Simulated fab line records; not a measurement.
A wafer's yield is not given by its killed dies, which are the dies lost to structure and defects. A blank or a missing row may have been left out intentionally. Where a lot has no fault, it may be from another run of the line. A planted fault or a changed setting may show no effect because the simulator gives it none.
What tool caused it? -- flow n5 finfet -- 29 wafers from 11 lots sampled at 5 of the route's 1938 steps

== WHAT EACH GAUGE READ, for each wafer ==
N5_HKMG_FIN_INSPECT_14: inspects for defects (macro). Usual: raw defect count 2.2, standard deviation 1.4.
lot,measured,on,raw defect count,flag
L663,day 4 09:53,defect inspect-02,1 2 1,
L664,day 4 14:17,defect inspect-01,2 0,
L665,day 4 21:52,defect inspect-02,3 2 2,
L668,day 5 16:25,defect inspect-02,4 1 2,
L672,day 6 20:12,defect inspect-01,2 1 3,
L674,day 7 10:58,defect inspect-01,0 2,
L677,day 7 22:40,defect inspect-02,3 1,
L679,day 8 10:46,defect inspect-02,3 2 0,
L683,day 9 11:15,defect inspect-02,0 4 1,
L684,day 9 15:08,defect inspect-02,3 1 0,
L685,day 9 21:31,defect inspect-02,0 3,

N5_BEOL_M4_RC_MEAS_101. Usual: DIBL_N 36.9 mV/V, standard deviation 2.1; DIBL_P 37.1 mV/V, standard deviation 2.5; IOFF_N 0.17 nA/um, standard deviation 0.039; IOFF_P 0.23 nA/um, standard deviation 0.043; ION_N 673 uA/um, standard deviation 15; ION_P 462 uA/um, standard deviation 9.1; SS_N 71.8 mV/dec, standard deviation 0.69; SS_P 73.6 mV/dec, standard deviation 0.74; VT_N 250 mV, standard deviation 3.6; VT_P -249.7 mV, standard deviation 2.9.
lot,measured,on,DIBL_N (mV/V),DIBL_P (mV/V),IOFF_N (nA/um),IOFF_P (nA/um),ION_N (uA/um),ION_P (uA/um),SS_N (mV/dec),SS_P (mV/dec),VT_N (mV),VT_P (mV),flag
L663,day 8 09:50,prober-02,35.1 36.0 34.3,37.0 36.9 35.4,0.16 0.15 0.14,0.24 0.23 0.20,691 666 674,474 459 464,71.2 71.7 71.2,74.0 73.6 73.3,251 253 249,-247.6 -248.0 -248.0,
L664,day 8 13:13,prober-02,40.9 39.4,43.9 41.2,0.29 0.23,0.35 0.29,703 682,476 461,72.5 72.1,75.0 74.2,241 245,-245.6 -245.4,
L665,day 8 12:47,prober-01,33.5 35.6 35.8,33.0 35.0 35.6,0.12 0.15 0.14,0.17 0.19 0.19,677 665 667,465 453 452,70.8 71.1 70.7,72.1 72.9 73.2,254 249 251,-252.8 -252.3 -250.6,
L668,day 9 06:20,prober-01,35.2 38.6 39.4,34.9 38.4 39.8,0.13 0.20 0.21,0.18 0.26 0.27,657 673 680,452 462 467,71.6 71.9 71.9,72.6 73.9 73.5,254 250 245,-254.0 -246.8 -245.6,
L672,day 10 14:08,prober-02,35.7 33.3 36.0,36.2 32.3 36.7,0.15 0.12 0.16,0.23 0.16 0.24,671 657 659,473 457 458,71.8 70.3 71.3,74.2 73.5 74.0,254 255 250,-250.8 -254.8 -248.8,
L674,day 11 02:46,prober-02,37.6 35.9,40.2 36.7,0.22 0.16,0.29 0.21,682 663,468 455,72.4 72.2,73.5 73.3,249 254,-247.1 -252.4,
L677,day 11 19:59,prober-02,39.5 37.3,38.7 38.4,0.20 0.16,0.21 0.21,673 678,460 463,72.6 71.5,74.1 73.8,250 250,-253.2 -253.3,
L679,day 12 03:23,prober-01,39.1 35.9 40.5,39.0 36.4 42.4,0.23 0.16 0.25,0.26 0.21 0.31,689 673 701,473 457 476,72.1 71.3 72.7,73.4 73.0 74.5,244 250 246,-245.7 -250.8 -247.9,
L683,day 13 11:34,prober-01,35.2 33.2 35.0,35.2 32.6 34.3,0.16 0.13 0.17,0.24 0.19 0.21,658 666 649,459 464 453,71.6 71.5 72.1,73.2 72.3 72.9,249 252 250,-246.8 -248.8 -248.8,
L684,day 13 14:06,prober-02,37.3 33.3 37.4,35.9 32.1 37.0,0.17 0.11 0.19,0.21 0.15 0.23,681 664 700,462 455 474,72.1 70.4 71.9,73.4 72.4 73.5,248 254 245,-250.6 -254.1 -250.7,
L685,day 13 14:38,prober-01,34.0 39.7,35.0 42.6,0.15 0.27,0.20 0.35,686 712,473 485,71.6 73.2,73.2 75.6,247 242,-249.2 -245.4,

== WHAT TOOL EACH LOT RAN ON (gives the tool, then ch and the chambers of the sampled wafers, and finally the start) ==
lot,N5_HKMG_FIN_ETCH_55,N5_HKMG_FIN_ALD_79,N5_HKMG_FIN_PWFM_ALD_03
L663,"rie diel-03 ch 1,3, day 4 06:14","ald metal-01 ch 2,3, day 4 07:52","ald metal-01 ch 1,2,3, day 4 08:59"
L664,"rie diel-05 ch 0,2, day 4 10:56","ald metal-04 ch 1,2, day 4 12:12","ald metal-01 ch 1,2, day 4 13:23"
L665,"rie diel-05 ch 0,1,3, day 4 18:26","ald metal-04 ch 1,2,3, day 4 19:43","ald metal-04 ch 0,2, day 4 21:07"
L668,"rie diel-06 ch 1,2,3, day 5 13:02","ald metal-04 ch 1,2,3, day 5 14:19","ald metal-01 ch 0,1,3, day 5 15:32"
L672,"rie diel-06 ch 0,1,3, day 6 17:04","ald metal-01 ch 0,1,2, day 6 18:20","ald metal-01 ch 0,1,3, day 6 19:26"
L674,"rie diel-05 ch 0, day 7 07:50","ald metal-02 ch 1,3, day 7 09:07","ald metal-04 ch 1,2, day 7 10:12"
L677,"rie diel-06 ch 2, day 7 19:25","ald metal-02 ch 0,1, day 7 20:41","ald metal-02 ch 2,3, day 7 21:47"
L679,"rie diel-06 ch 0,3, day 8 07:25","ald metal-02 ch 1,2,3, day 8 08:42","ald metal-04 ch 0,1,2, day 8 09:52"
L683,"rie diel-05 ch 0,1, day 9 07:56","ald metal-02 ch 1,2,3, day 9 09:13","ald metal-04 ch 0,3, day 9 10:22"
L684,"rie diel-03 ch 1,2, day 9 11:46","ald metal-02 ch 1,3, day 9 13:02","ald metal-02 ch 0,2,3, day 9 14:14"
L685,"rie diel-05 ch 0,2, day 9 18:16","ald metal-04 ch 1,3, day 9 19:43","ald metal-01 ch 2,3, day 9 20:37"
- N5_HKMG_FIN_ETCH_55: etches SOC in N2/H2, target depth 240 nm, time 300 s.
- N5_HKMG_FIN_ALD_79: deposits TiN, target thk 1.5 nm, pulse time 1 s, purge time 3 s.
- N5_HKMG_FIN_PWFM_ALD_03: deposits TiN, target thk 2 nm, pulse time 1 s, purge time 3 s.

== AS READ BY THE TOOLS THEMSELVES (means over the sampled wafers that have a number; for cases with no such wafer, the mark the record gives instead) ==
N5_HKMG_FIN_ETCH_55. Usual: drypump motor current A 5.5 A, standard deviation 0.51; oes product au 0.77 a.u., standard deviation 0.1; rf vpp V 523.7 V, standard deviation 1.9; showerhead plenum p Torr 2.53 Torr, standard deviation 0.074; throttle valve pct 17.91 %, standard deviation 0.21.
lot,tool,drypump motor current A (A),oes product au (a.u.),rf vpp V (V),showerhead plenum p Torr (Torr),throttle valve pct (%),flag
L663,rie diel-03,5.8,0.70,524.7,2.55,18.15,
L664,rie diel-05,5.3,0.85,521.1,2.46,17.73,
L665,rie diel-05,5.7,0.86,524.0,2.54,17.77,
L668,rie diel-06,5.2,0.69,525.1,2.54,17.99,
L672,rie diel-06,5.3,0.77,524.9,2.57,17.87,
L674,rie diel-05,5.9,0.89,522.8,2.46,17.66,
L677,rie diel-06,4.7,0.67,523.1,2.49,18.07,
L679,rie diel-06,5.1,0.83,526.0,2.61,17.77,
L683,rie diel-05,5.6,0.85,523.5,2.50,17.68,
L684,rie diel-03,5.8,0.90,523.4,2.57,17.85,
L685,rie diel-05,5.4,0.79,520.4,2.44,17.82,

N5_HKMG_FIN_ALD_79. Usual: heater power w 901 W, standard deviation 100; precursor pulse height rel 0.998, standard deviation 0.021.
lot,tool,heater power w (W),precursor pulse height rel,flag
L663,ald metal-01,965,1.004,
L664,ald metal-04,803,0.982,
L665,ald metal-04,866,0.992,
L668,ald metal-04,856,1.017,
L672,ald metal-01,957,1.016,
L674,ald metal-02,772,1.019,
L677,ald metal-02,868,1.008,
L679,ald metal-02,821,1.009,
L683,ald metal-02,816,1.000,
L684,ald metal-02,796,0.973,
L685,ald metal-04,887,0.993,

N5_HKMG_FIN_PWFM_ALD_03. Usual: heater power w 906 W, standard deviation 100; precursor pulse height rel 1.001, standard deviation 0.018.
lot,tool,heater power w (W),precursor pulse height rel,flag
L663,ald metal-01,910,1.012,
L664,ald metal-01,900,1.018,
L665,ald metal-04,903,0.999,
L668,ald metal-01,934,0.996,
L672,ald metal-01,939,0.998,
L674,ald metal-04,801,0.999,
L677,ald metal-02,885,0.995,
L679,ald metal-04,866,0.985,
L683,ald metal-04,971,1.021,
L684,ald metal-02,916,1.001,
L685,ald metal-01,960,1.016,

== THE ANSWER, worked out from the rows above alone ==
Rule: a lot counts as off when the mean over its wafers that have a number is more than 3 standard deviations away from the usual mean. A lot without any number at a reading at which 4 lots or more have one is off too. Where the step has rows for the other lots, those lots are counted as sound. First the gauges in route order, then the tools' own readings, where a lot's mean is used as printed above. The first step at which some lot is off is used, and at that step the reading that is off furthest; a lot without a number counts as furthest.
Nothing can be told from this: no lot is off at any reading shown.

== WHAT HAD BEEN PUT IN BY THE SIMULATOR ==
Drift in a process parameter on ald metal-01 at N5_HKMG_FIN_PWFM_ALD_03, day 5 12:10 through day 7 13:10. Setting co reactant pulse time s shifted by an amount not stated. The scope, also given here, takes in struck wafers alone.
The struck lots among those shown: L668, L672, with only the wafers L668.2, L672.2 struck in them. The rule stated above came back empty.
